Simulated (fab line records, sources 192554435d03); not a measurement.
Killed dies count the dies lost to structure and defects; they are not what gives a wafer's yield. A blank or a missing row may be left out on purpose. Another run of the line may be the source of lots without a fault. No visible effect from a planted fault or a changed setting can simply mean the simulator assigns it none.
fab line records	flow n5-finfet
record: lots: 24	wafers: 72	last-day: 18
route steps=1938 shown BEOL_M4@1099 BEOL_M5@1115
lots untouched by any fault: they come from a run of this same line in which no faults occurred
start-h: the number of hours between the record's first day and the start of the first shown wafer of the lot	wait-h: hours elapsed since this lot's preceding step	" unchanged from the row above	L1.1+2: a row that stands for several wafers	- value missing, or start not given	* or withheld: withheld	< > ~ a bound
route shown NAME@n: names a module that has steps shown in the file, with the first one's number in the route	usual: the fault-free wafers' mean and standard deviation	same: alike in all rows	chamber/n: place in a boat	sites: readings site by site	_std_site: standard deviation across them	_edge_site: inner sites' mean taken away from outer sites' mean	radius-mm: how far each site lies from the wafer's centre	mask NAME#n: copy n	behind: the most recent tool/chamber to have shaped the wafer	hold: why the lot went on hold/how many hours it stayed there/how the hold came to an end	device: names the non-switching transistor (n, p or np)	end of line: the route-end tests of the same wafers	step lacking rows: just its recipe	killed: dies lost to structure and defects at the first sort, not the wafer's yield	map: a wafer's dies, marking killed ones x, the rest . and places with no die _
set.NAME: setting as actually run; set.NAME@STEP: the setting as run at that earlier step	model.NAME: the simulator's own value behind a step, which no gauge read
one table for each step of the route and one row for each wafer, over a sample of lots
services: from which hour (start-h, from the record's first day; less than 0 if before it) a tool's chamber was out of use, for how many hours, and why
== steps ==
step: N5_BEOL_M4_ANNEAL_95
recipe: temp-c: 400	time-s: 240	ambient: vacuum
usual: heater-power-w: 850/100	susceptor-temp-C: 399.98/0.24
lot.wafer	tool	chamber	start-h	wait-h	heater-power-w	susceptor-temp-C
L074.4	pvd-sputter-01	-	178.65	0.0	851	399.67
L074.5	"	-	"	"	883	399.92
L074.6	"	-	"	"	795	399.84
L075.2	pvd-sputter-02	-	183.52	0.0	904	399.86
L075.4	"	-	"	"	783	400.23
L075.6	"	-	"	"	698	400.17
L077.1	pvd-sputter-01	-	185.60	0.0	934	400.33
L077.2	"	-	"	"	814	400.06
L077.5	"	-	"	"	817	399.62
L076.2	pvd-sputter-02	-	185.72	0.0	772	400.23
L076.3	"	-	"	"	693	400.33
L076.5	"	-	"	"	1024	399.84
L078.2	pvd-sputter-03	-	208.44	0.0	794	400.39
L078.5	"	-	"	"	886	399.64
L078.6	"	-	"	"	731	399.78
L079.3	pvd-sputter-02	-	213.07	0.0	921	399.87
L079.4	"	-	"	"	699	400.11
L079.5	"	-	"	"	711	400.06
L080.2	pvd-sputter-03	-	219.38	0.0	722	399.75
L080.5	"	-	"	"	882	400.13
L080.6	"	-	"	"	745	399.90
L081.2	pvd-sputter-02	-	222.33	0.0	697	399.97
L081.4	"	-	"	"	788	399.89
L081.5	"	-	"	"	1093	400.17
L082.1	pvd-sputter-02	-	226.49	0.0	784	399.82
L082.3	"	-	"	"	719	400.23
L082.5	"	-	"	"	681	400.30
L085.1	pvd-sputter-03	-	236.68	0.0	921	399.60
L085.2	"	-	"	"	731	400.06
L085.6	"	-	"	"	739	399.84
L083.1	pvd-sputter-01	-	239.72	0.0	849	399.83
L083.3	"	-	"	"	887	399.94
L083.4	"	-	"	"	962	400.52
L084.2	pvd-sputter-03	-	243.29	0.0	890	399.81
L084.4	"	-	"	"	792	399.73
L084.6	"	-	"	"	782	400.09
L087.3	pvd-sputter-03	-	245.13	0.0	728	400.05
L087.4	"	-	"	"	867	399.94
L087.5	"	-	"	"	876	400.10
L086.3	pvd-sputter-01	-	248.41	0.0	849	400.02
L086.4	"	-	"	"	892	400.26
L086.5	"	-	"	"	813	400.02
L088.2	pvd-sputter-02	-	255.33	0.0	915	400.20
L088.4	"	-	"	"	770	399.80
L088.5	"	-	"	"	765	399.56
L089.2	pvd-sputter-02	-	262.67	0.0	777	400.28
L089.3	"	-	"	"	694	399.82
L089.5	"	-	"	"	923	399.70
L090.3	pvd-sputter-03	-	278.26	0.0	806	400.22
L090.4	"	-	"	"	739	400.10
L090.5	"	-	"	"	893	400.38
L092.1	pvd-sputter-01	-	282.70	0.0	797	400.02
L092.2	"	-	"	"	834	399.89
L092.3	"	-	"	"	880	400.05
L091.1	pvd-sputter-03	-	283.93	0.0	923	400.01
L091.2	"	-	"	"	727	400.13
L091.3	"	-	"	"	771	400.35
L093.2	pvd-sputter-03	-	286.82	0.0	742	399.81
L093.3	"	-	"	"	901	399.70
L093.4	"	-	"	"	795	400.23
L094.1	pvd-sputter-02	-	302.73	0.0	777	400.18
L094.5	"	-	"	"	1069	400.06
L094.6	"	-	"	"	796	400.23
L097.2	pvd-sputter-02	-	310.11	0.0	771	399.87
L097.4	"	-	"	"	708	400.60
L097.5	"	-	"	"	788	400.03
L095.2	pvd-sputter-03	-	310.35	0.0	882	400.07
L095.3	"	-	"	"	781	399.94
L095.4	"	-	"	"	741	399.63
L096.1	pvd-sputter-01	-	312.54	0.0	831	400.08
L096.2	"	-	"	"	925	400.10
L096.4	"	-	"	"	820	399.73
step: N5_BEOL_M4_CO_CAP_55
recipe: material: Co	target-thk-a: 20	temp-c: 200	precursor: CCTBA/H2	pressure-torr: 30	time-s: 102.1
usual: heater-power-w: 234/20	susceptor-temp-C: 199.99/0.16
lot.wafer	tool	chamber	start-h	wait-h	heater-power-w	susceptor-temp-C
L074.4	cvd-co-02	2	179.69	0.0	210	200.02
L074.5	"	0	"	"	270	200.07
L074.6	"	1	"	"	247	200.28
L075.2	cvd-co-01	1	185.02	0.0	234	199.90
L075.4	"	1	"	"	227	200.28
L075.6	"	2	"	"	216	199.82
L076.2	cvd-co-02	0	186.83	0.0	270	200.15
L076.3	"	1	"	"	256	200.05
L076.5	"	2	"	"	212	199.95
L077.1	cvd-co-01	1	186.87	0.0	238	200.11
L077.2	"	0	"	"	225	200.14
L077.5	"	0	"	"	220	200.06
L078.2	cvd-co-02	2	209.73	0.0	210	200.09
L078.5	"	2	"	"	212	200.14
L078.6	"	0	"	"	277	199.79
L079.3	cvd-co-02	2	214.07	0.0	214	199.70
L079.4	"	0	"	"	266	199.93
L079.5	"	2	"	"	207	199.81
L080.2	cvd-co-02	0	220.69	0.0	275	200.04
L080.5	"	2	"	"	216	199.94
L080.6	"	0	"	"	267	200.06
L081.2	cvd-co-01	0	223.33	0.0	227	199.77
L081.4	"	1	"	"	234	199.98
L081.5	"	0	"	"	217	199.67
L082.1	cvd-co-01	2	227.49	0.0	220	199.99
L082.3	"	0	"	"	222	200.01
L082.5	"	0	"	"	220	199.62
L085.1	cvd-co-02	2	237.72	0.0	207	199.90
L085.2	"	0	"	"	271	199.99
L085.6	"	1	"	"	256	200.09
L083.1	cvd-co-01	0	240.73	0.0	222	199.92
L083.3	"	2	"	"	211	200.27
L083.4	"	2	"	"	221	200.15
L084.2	cvd-co-02	0	244.43	0.0	267	199.82
L084.4	"	2	"	"	214	200.18
L084.6	"	0	"	"	276	199.99
L087.3	cvd-co-01	2	246.27	0.0	225	200.01
L087.4	"	1	"	"	235	200.24
L087.5	"	0	"	"	224	200.16
L086.3	cvd-co-01	0	249.42	0.0	219	199.99
L086.4	"	0	"	"	224	200.21
L086.5	"	1	"	"	228	200.51
L088.2	cvd-co-02	2	256.34	0.0	208	200.14
L088.4	"	1	"	"	257	199.63
L088.5	"	2	"	"	215	200.04
L089.2	cvd-co-01	2	263.69	0.0	221	200.09
L089.3	"	0	"	"	218	199.84
L089.5	"	1	"	"	227	199.93
L090.3	cvd-co-02	2	279.28	0.0	213	199.85
L090.4	"	2	"	"	215	199.93
L090.5	"	0	"	"	271	199.77
L092.1	cvd-co-01	2	283.71	0.0	220	199.92
L092.2	"	1	"	"	226	200.28
L092.3	"	0	"	"	224	200.09
L091.1	cvd-co-01	0	284.95	0.0	223	200.23
L091.2	"	2	"	"	218	200.13
L091.3	"	1	"	"	232	200.04
L093.2	cvd-co-01	1	287.82	0.0	231	200.33
L093.3	"	2	"	"	226	200.00
L093.4	"	0	"	"	222	200.14
L094.1	cvd-co-02	1	303.74	0.0	256	199.90
L094.5	"	1	"	"	249	200.28
L094.6	"	0	"	"	273	199.85
L097.2	cvd-co-01	2	311.11	0.0	218	199.92
L097.4	"	2	"	"	225	199.94
L097.5	"	1	"	"	236	200.03
L095.2	cvd-co-01	0	311.65	0.0	222	199.98
L095.3	"	1	"	"	233	199.88
L095.4	"	1	"	"	232	199.87
L096.1	cvd-co-02	0	313.54	0.0	275	199.89
L096.2	"	1	"	"	255	199.74
L096.4	"	0	"	"	269	200.01
step: N5_BEOL_M5_PECVD_70
recipe: material: SiO2	target-thk-a: 160	temp-c: 400	precursor: TEOS/O2	pressure-torr: 5.5	rf-w: 450	teos-flow-sccm: 53.8	gas: O2	flow-sccm: 3000	time-s: 18
usual: heater-power-w: 766/110	showerhead-plenum-p-Torr: 8.82/0.056	susceptor-temp-C: 399.97/0.21	throttle-valve-pct: 21.7/1
lot.wafer	tool	chamber	start-h	wait-h	heater-power-w	showerhead-plenum-p-Torr	susceptor-temp-C	throttle-valve-pct
L074.4	pecvd-03	0	181.48	0.1	566	8.86	400.07	21.2
L074.5	"	1	"	"	589	8.79	400.27	22.8
L074.6	"	2	"	"	906	8.85	400.14	20.9
L075.2	pecvd-01	0	186.84	0.0	810	8.88	400.04	20.8
L075.4	"	2	"	"	858	8.67	399.75	22.6
L075.6	"	1	"	"	803	8.83	399.73	23.0
L076.2	pecvd-03	2	188.63	0.0	912	8.88	400.05	20.9
L076.3	"	1	"	"	659	8.81	399.83	23.0
L076.5	"	0	"	"	608	8.83	399.96	20.9
L077.1	pecvd-03	1	189.16	0.0	674	8.80	400.21	22.9
L077.2	"	2	"	"	924	8.88	400.14	21.0
L077.5	"	0	"	"	613	8.84	399.81	20.9
L078.2	pecvd-02	0	212.02	0.0	852	8.80	400.06	22.0
L078.5	"	1	"	"	901	8.81	400.00	22.8
L078.6	"	0	"	"	861	8.78	399.84	22.1
L079.3	pecvd-01	0	216.40	0.1	829	8.89	399.99	21.2
L079.4	"	1	"	"	854	8.79	400.03	23.4
L079.5	"	0	"	"	829	8.90	400.21	21.1
L080.2	pecvd-02	0	222.99	0.0	728	8.80	400.08	22.3
L080.5	"	0	"	"	726	8.77	400.22	22.2
L080.6	"	1	"	"	826	8.79	400.34	22.8
L081.2	pecvd-03	0	225.14	0.0	525	8.82	399.82	21.0
L081.4	"	1	"	"	703	8.82	400.06	23.0
L081.5	"	2	"	"	982	8.87	399.93	20.9
L082.1	pecvd-03	0	229.30	0.0	597	8.84	400.07	20.8
L082.3	"	1	"	"	664	8.79	399.89	23.1
L082.5	"	1	"	"	666	8.81	400.10	23.3
L085.1	pecvd-03	2	239.52	0.0	853	8.92	399.34	21.0
L085.2	"	1	"	"	689	8.79	400.06	23.1
L085.6	"	0	"	"	587	8.86	399.80	20.5
L083.1	pecvd-02	0	242.54	0.0	769	8.80	400.09	22.3
L083.3	"	1	"	"	854	8.76	400.04	22.6
L083.4	"	1	"	"	864	8.80	399.88	22.5
L084.2	pecvd-03	0	246.24	0.0	611	8.83	399.85	20.8
L084.4	"	2	"	"	847	8.89	399.76	21.0
L084.6	"	1	"	"	677	8.81	399.63	22.9
L087.3	pecvd-01	0	248.07	0.0	797	8.90	399.97	21.3
L087.4	"	2	"	"	880	8.65	399.72	20.3
L087.5	"	1	"	"	862	8.82	400.14	23.2
L086.3	pecvd-03	1	251.70	0.0	631	8.81	400.13	23.1
L086.4	"	2	"	"	817	8.87	399.89	21.1
L086.5	"	1	"	"	627	8.81	400.37	23.1
L088.2	pecvd-01	0	258.14	0.0	747	8.90	399.92	20.9
L088.4	"	2	"	"	778	8.65	399.84	20.6
L088.5	"	1	"	"	801	8.81	400.14	23.0
L089.2	pecvd-01	2	265.50	0.0	776	8.67	400.11	20.4
L089.3	"	1	"	"	797	8.80	399.81	23.0
L089.5	"	2	"	"	774	8.67	400.00	20.5
L090.3	pecvd-02	2	281.57	0.0	733	8.82	399.73	20.5
L090.4	"	0	"	"	774	8.79	399.94	21.8
L090.5	"	2	"	"	727	8.79	399.92	20.4
L092.1	pecvd-02	2	285.80	0.0	835	8.79	399.65	20.6
L092.2	"	1	"	"	728	8.78	400.13	22.5
L092.3	"	0	"	"	816	8.80	399.91	21.9
L091.1	pecvd-02	2	287.24	0.0	801	8.79	400.18	20.7
L091.2	"	1	"	"	735	8.80	400.04	22.7
L091.3	"	0	"	"	864	8.79	399.80	21.9
L093.2	pecvd-02	0	289.63	0.0	750	8.78	399.95	22.3
L093.3	"	1	"	"	804	8.79	399.86	22.7
L093.4	"	2	"	"	693	8.81	399.99	20.4
L094.1	pecvd-03	1	305.56	0.0	594	8.80	399.73	22.9
L094.5	"	1	"	"	572	8.79	399.75	23.0
L094.6	"	0	"	"	556	8.83	400.49	20.8
L097.2	pecvd-02	2	313.41	0.0	752	8.80	399.79	20.4
L097.4	"	1	"	"	740	8.78	400.04	22.7
L097.5	"	0	"	"	837	8.78	399.97	22.5
L095.2	pecvd-01	1	313.46	0.0	800	8.80	399.98	23.3
L095.3	"	2	"	"	841	8.68	400.01	20.6
L095.4	"	2	"	"	849	8.68	400.10	20.3
L096.1	pecvd-03	0	315.35	0.0	579	8.85	400.12	20.8
L096.2	"	1	"	"	679	8.81	399.95	23.2
L096.4	"	2	"	"	938	8.86	399.98	21.2
step: N5_BEOL_M5_OVL_MEAS_12
recipe: points-per-wafer: 522
usual: M5_OVL: 0.5/0.72
lot.wafer	tool	chamber	start-h	wait-h	M5_OVL[nm]
L074.4	overlay-01	0	182.33	0.0	2.0
L074.5	"	0	"	"	1.5
L074.6	"	0	"	"	0.5
L075.2	overlay-02	0	189.19	0.0	-0.1
L075.4	"	0	"	"	-0.2
L075.6	"	0	"	"	0.2
L076.2	overlay-02	0	189.47	0.0	1.7
L076.3	"	0	"	"	0.7
L076.5	"	0	"	"	0.8
L077.1	overlay-01	0	190.05	0.0	1.2
L077.2	"	0	"	"	1.6
L077.5	"	0	"	"	0.3
L078.2	overlay-01	0	213.45	0.0	0.4
L078.5	"	0	"	"	-0.8
L078.6	"	0	"	"	1.3
L079.3	overlay-02	0	217.39	0.0	0.9
L079.4	"	0	"	"	0.0
L079.5	"	0	"	"	0.6
L080.2	overlay-01	0	224.07	0.0	0.3
L080.5	"	0	"	"	0.7
L080.6	"	0	"	"	1.6
L081.2	overlay-02	0	226.48	0.0	0.3
L081.4	"	0	"	"	0.5
L081.5	"	0	"	"	0.3
L082.1	overlay-01	0	230.24	0.0	0.6
L082.3	"	0	"	"	1.3
L082.5	"	0	"	"	1.4
L085.1	overlay-01	0	240.78	0.0	0.8
L085.2	"	0	"	"	-0.8
L085.6	"	0	"	"	0.2
L083.1	overlay-02	0	244.56	0.0	0.0
L083.3	"	0	"	"	-0.4
L083.4	"	0	"	"	0.1
L084.2	overlay-02	0	249.11	0.0	1.5
L084.4	"	0	"	"	0.4
L084.6	"	0	"	"	1.4
L087.3	overlay-02	0	249.75	0.0	0.3
L087.4	"	0	"	"	1.1
L087.5	"	0	"	"	-0.5
L086.3	overlay-02	0	253.48	0.0	1.5
L086.4	"	0	"	"	1.3
L086.5	"	0	"	"	1.2
L088.2	overlay-02	0	258.88	0.0	1.7
L088.4	"	0	"	"	1.1
L088.5	"	0	"	"	0.5
L089.2	overlay-02	0	266.93	0.0	-0.1
L089.3	"	0	"	"	0.0
L089.5	"	0	"	"	-1.0
L090.3	overlay-01	0	282.98	0.0	-0.1
L090.4	"	0	"	"	0.3
L090.5	"	0	"	"	0.3
L092.1	overlay-01	0	287.88	0.0	-0.1
L092.2	"	0	"	"	0.3
L092.3	"	0	"	"	-0.3
L091.1	overlay-01	0	288.27	0.0	0.1
L091.2	"	0	"	"	1.5
L091.3	"	0	"	"	-0.2
L093.2	overlay-02	0	292.51	0.0	0.1
L093.3	"	0	"	"	1.3
L093.4	"	0	"	"	0.2
L094.1	overlay-01	0	306.89	0.0	0.4
L094.5	"	0	"	"	1.8
L094.6	"	0	"	"	0.2
L097.2	overlay-01	0	314.46	0.0	0.3
L097.4	"	0	"	"	-0.6
L097.5	"	0	"	"	0.3
L095.2	overlay-02	0	315.32	0.0	-0.7
L095.3	"	0	"	"	0.5
L095.4	"	0	"	"	-0.8
L096.1	overlay-01	0	316.30	0.0	0.0
L096.2	"	0	"	"	-0.8
L096.4	"	0	"	"	-0.9
step: N5_BEOL_M5_ETCH_62
recipe: chemistry: N2/H2	target: SOC	target-depth-a: 750	overetch-a: 150	mask-material: SiARC	temp-c: 40	time-s: 112.5	ion-energy-ev: 200	pressure-mtorr: 30	source-w: 840	bias-w: 150	n2-flow-sccm: 200	h2-flow-sccm: 200
usual: drypump-motor-current-A: 5.7/0.34	oes-product-au: 0.62/0.075	rf-vpp-V: 524.2/2.2	showerhead-plenum-p-Torr: 2.56/0.072	throttle-valve-pct: 17.73/0.2
lot.wafer	tool	chamber	start-h	wait-h	drypump-motor-current-A	oes-product-au	rf-hours-counter-h	rf-vpp-V	showerhead-plenum-p-Torr	throttle-valve-pct
L074.4	rie-diel-04	0	182.50	0.0	5.7	0.56	245	526.0	2.62	18.04
L074.5	"	1	"	"	6.3	0.55	-	525.3	2.60	17.94
L074.6	"	2	"	"	6.2	0.70	-	521.3	2.49	17.31
L075.2	rie-diel-05	3	189.52	0.0	5.6	0.55	216	523.6	2.52	17.83
L075.4	"	0	"	"	5.4	0.73	24	528.5	2.71	17.66
L075.6	"	3	"	"	5.6	0.55	-	522.8	2.52	17.84
L076.2	rie-diel-01	0	189.64	0.0	5.3	0.65	64	524.4	2.56	17.63
L076.3	"	3	"	"	5.7	0.58	143	521.2	2.44	17.70
L076.5	"	3	"	"	5.7	0.58	-	521.4	2.44	17.70
L077.1	rie-diel-04	2	190.22	0.0	6.2	0.69	28	522.5	2.49	17.32
L077.2	"	0	"	"	5.6	0.56	248	526.9	2.62	18.01
L077.5	"	1	"	"	6.3	0.55	-	526.9	2.60	17.95
L078.2	rie-diel-05	3	213.61	0.0	5.6	0.54	221	523.4	2.51	17.85
L078.5	"	1	"	"	5.2	0.59	-	523.3	2.55	17.61
L078.6	"	0	"	"	5.4	0.71	-	527.4	2.70	17.66
L079.3	rie-diel-01	0	217.55	0.0	5.3	0.65	71	525.3	2.56	17.64
L079.4	"	3	"	"	5.7	0.57	152	520.0	2.44	17.71
L079.5	"	2	"	"	5.4	0.55	-	524.1	2.50	18.31
L080.2	rie-diel-05	3	224.24	0.0	5.6	0.55	224	525.3	2.51	17.85
L080.5	"	0	"	"	5.4	0.70	-	528.6	2.70	17.68
L080.6	"	1	"	"	5.2	0.59	-	524.2	2.54	17.60
L081.2	rie-diel-05	0	226.68	0.0	5.4	0.70	37	528.5	2.70	17.68
L081.4	"	2	"	"	5.9	0.56	226	522.8	2.51	17.88
L081.5	"	3	"	"	5.6	0.55	-	522.5	2.51	17.86
L082.1	rie-diel-04	0	230.50	0.0	5.7	0.78	1	524.6	2.62	17.59
L082.3	"	2	"	"	6.2	0.68	43	523.5	2.49	17.35
L082.5	"	0	"	"	5.6	0.78	-	524.3	2.62	17.59
L085.1	rie-diel-05	3	241.28	0.0	5.6	0.54	230	523.3	2.51	17.87
L085.2	"	0	"	"	5.4	0.69	41	528.6	2.70	17.69
L085.6	"	0	"	"	5.4	0.70	-	527.3	2.70	17.69
L083.1	rie-diel-04	1	244.73	0.0	6.3	0.55	245	525.5	2.60	17.98
L083.3	"	0	"	"	5.6	0.76	4	526.2	2.62	17.58
L083.4	"	2	"	"	6.2	0.67	47	522.1	2.49	17.34
L084.2	rie-diel-05	3	249.28	0.0	5.6	0.54	232	523.0	2.51	17.85
L084.4	"	2	"	"	5.9	0.56	233	524.0	2.51	17.86
L084.6	"	2	"	"	5.8	0.56	-	522.3	2.51	17.88
L087.3	rie-diel-05	3	249.91	0.0	5.6	0.53	232	524.2	2.51	17.87
L087.4	"	0	"	"	5.4	0.69	44	527.0	2.70	17.68
L087.5	"	0	"	"	5.4	0.69	-	526.7	2.70	17.68
L086.3	rie-diel-04	3	253.64	0.0	5.9	0.73	16	525.5	2.60	17.70
L086.4	"	1	"	"	6.3	0.54	248	525.3	2.59	17.98
L086.5	"	1	"	"	6.3	0.54	-	525.7	2.59	17.98
L088.2	rie-diel-05	3	259.05	0.0	5.6	0.54	234	521.2	2.51	17.86
L088.4	"	0	"	"	5.4	0.69	46	527.8	2.70	17.71
L088.5	"	0	"	"	5.4	0.68	-	529.0	2.70	17.69
L089.2	rie-diel-04	3	267.10	0.0	5.9	0.72	21	525.9	2.60	17.70
L089.3	"	2	"	"	6.2	0.66	55	521.1	2.48	17.37
L089.5	"	2	"	"	6.2	0.66	-	523.3	2.48	17.37
L090.3	rie-diel-01	3	283.23	0.1	5.7	0.56	-	519.0	2.43	17.76
L090.4	"	0	"	"	5.3	0.62	-	523.7	2.55	17.70
L090.5	"	0	"	"	5.3	0.62	-	523.9	2.55	17.70
L092.1	rie-diel-05	3	288.33	0.0	5.6	0.53	243	523.8	2.50	17.88
L092.2	"	1	"	"	5.2	0.58	178	522.9	2.54	17.63
L092.3	"	2	"	"	5.9	0.55	246	523.0	2.50	17.90
L091.1	rie-diel-04	2	288.92	0.0	6.2	0.65	64	522.7	2.48	17.35
L091.2	"	0	"	"	5.6	0.73	22	527.3	2.61	17.63
L091.3	"	0	"	"	5.7	0.73	-	525.4	2.61	17.62
L093.2	rie-diel-05	0	293.04	0.0	5.4	0.67	55	528.4	2.69	17.72
L093.3	"	3	"	"	5.6	0.53	244	524.6	2.50	17.89
L093.4	"	2	"	"	5.9	0.55	247	523.0	2.50	17.88
L094.1	rie-diel-04	0	307.22	0.0	5.6	0.71	29	525.6	2.61	17.64
L094.5	"	1	"	"	6.3	0.76	-	526.4	2.59	17.56
L094.6	"	0	"	"	5.6	0.71	-	524.6	2.61	17.63
L097.2	rie-diel-04	1	314.63	0.0	6.3	0.75	10	525.8	2.59	17.53
L097.4	"	0	"	"	5.7	0.71	32	524.0	2.61	17.65
L097.5	"	0	"	"	5.6	0.70	-	525.5	2.61	17.67
L095.2	rie-diel-01	3	315.48	0.0	5.7	0.56	185	519.7	2.42	17.77
L095.3	"	2	"	"	5.4	0.75	8	521.3	2.50	17.85
L095.4	"	1	"	"	5.5	0.56	216	522.3	2.52	17.83
L096.1	rie-diel-05	1	316.47	0.0	5.2	0.58	182	524.3	2.53	17.64
L096.2	"	2	"	"	5.9	0.55	250	521.4	2.50	17.91
L096.4	"	3	"	"	5.6	0.53	247	522.7	2.50	17.90
step: N5_BEOL_M5_OVL_MEAS_29
recipe: points-per-wafer: 522
usual: V4_OVL: 0.2/0.58
lot.wafer	tool	chamber	start-h	wait-h	V4_OVL[nm]
L074.4	overlay-01	0	183.25	0.0	0.5
L074.5	"	0	"	"	0.2
L074.6	"	0	"	"	-0.2
L076.2	overlay-02	0	190.95	0.0	0.5
L076.3	"	0	"	"	-0.4
L076.5	"	0	"	"	0.1
L075.2	overlay-01	0	191.13	0.0	-0.1
L075.4	"	0	"	"	0.5
L075.6	"	0	"	"	0.4
L077.1	overlay-02	0	191.30	0.0	0.3
L077.2	"	0	"	"	0.2
L077.5	"	0	"	"	0.4
L078.2	overlay-01	0	216.13	0.0	0.2
L078.5	"	0	"	"	0.0
L078.6	"	0	"	"	0.5
L079.3	overlay-02	0	219.00	0.0	0.0
L079.4	"	0	"	"	0.1
L079.5	"	0	"	"	-0.3
L080.2	overlay-02	0	225.06	0.0	1.3
L080.5	"	0	"	"	0.7
L080.6	"	0	"	"	0.8
L081.2	overlay-01	0	228.63	0.0	-0.9
L081.4	"	0	"	"	-0.5
L081.5	"	0	"	"	0.1
L082.1	overlay-01	0	232.30	0.0	1.2
L082.3	"	0	"	"	0.7
L082.5	"	0	"	"	-0.1
L085.1	overlay-01	0	243.41	0.0	-0.2
L085.2	"	0	"	"	0.4
L085.6	"	0	"	"	0.1
L083.1	overlay-01	0	245.55	0.0	0.4
L083.3	"	0	"	"	1.2
L083.4	"	0	"	"	0.0
L084.2	overlay-01	0	251.77	0.0	0.3
L084.4	"	0	"	"	-0.1
L084.6	"	0	"	"	0.8
L087.3	overlay-02	0	251.95	0.0	0.3
L087.4	"	0	"	"	0.0
L087.5	"	0	"	"	0.4
L086.3	overlay-02	0	257.50	0.0	0.7
L086.4	"	0	"	"	1.6
L086.5	"	0	"	"	-0.1
L088.2	overlay-01	0	262.06	0.0	-0.1
L088.4	"	0	"	"	-0.4
L088.5	"	0	"	"	-0.9
L089.2	overlay-02	0	269.06	0.0	1.2
L089.3	"	0	"	"	1.4
L089.5	"	0	"	"	0.8
L090.3	overlay-02	0	284.18	0.0	-0.9
L090.4	"	0	"	"	0.5
L090.5	"	0	"	"	-0.3
L091.1	overlay-01	0	292.48	0.0	0.5
L091.2	"	0	"	"	-0.4
L091.3	"	0	"	"	0.5
L092.1	overlay-02	0	292.65	0.0	-1.0
L092.2	"	0	"	"	0.2
L092.3	"	0	"	"	-0.8
L093.2	overlay-01	0	298.61	0.0	0.3
L093.3	"	0	"	"	-0.2
L093.4	"	0	"	"	0.2
L094.1	overlay-02	0	308.78	0.0	1.1
L094.5	"	0	"	"	0.8
L094.6	"	0	"	"	0.5
L097.2	overlay-02	0	315.63	0.0	-0.4
L097.4	"	0	"	"	0.2
L097.5	"	0	"	"	-0.3
L096.1	overlay-01	0	317.75	0.0	1.2
L096.2	"	0	"	"	0.0
L096.4	"	0	"	"	0.1
L095.2	overlay-01	0	317.93	0.0	0.0
L095.3	"	0	"	"	0.2
L095.4	"	0	"	"	0.1
== services ==
tool	chamber	start-h	hours	kind
pvd-sputter-03	-	164.10	7.1	repair
cvd-co-01	2	169.77	3.3	repair
rie-diel-04	3	184.80	-	clean
rie-diel-04	3	184.80	-	consumable-replace:focus-ring
rie-diel-04	3	184.80	21.8	scheduled-down
pecvd-01	2	190.23	2.3	repair
rie-diel-05	3	190.29	7.9	repair
rie-diel-01	1	194.00	11.3	repair
rie-diel-01	0	197.51	3.7	repair
pecvd-02	-	214.93	1.0	repair
cvd-co-02	-	216.98	2.8	pm
rie-diel-01	3	226.04	5.8	repair
rie-diel-01	2	236.17	32.3	repair
rie-diel-01	-	236.82	0.8	repair
pecvd-03	2	248.24	-	calibration
rie-diel-04	1	253.83	13.9	repair
pecvd-01	-	255.43	0.8	repair
pecvd-03	0	272.97	3.5	repair
rie-diel-01	1	279.30	8.4	repair
rie-diel-01	3	286.15	4.1	repair
rie-diel-04	3	287.19	4.6	repair
pvd-sputter-02	-	288.76	8.9	repair
cvd-co-02	0	291.54	3.8	repair
rie-diel-05	-	295.90	14.6	pm
== key ==
fault none
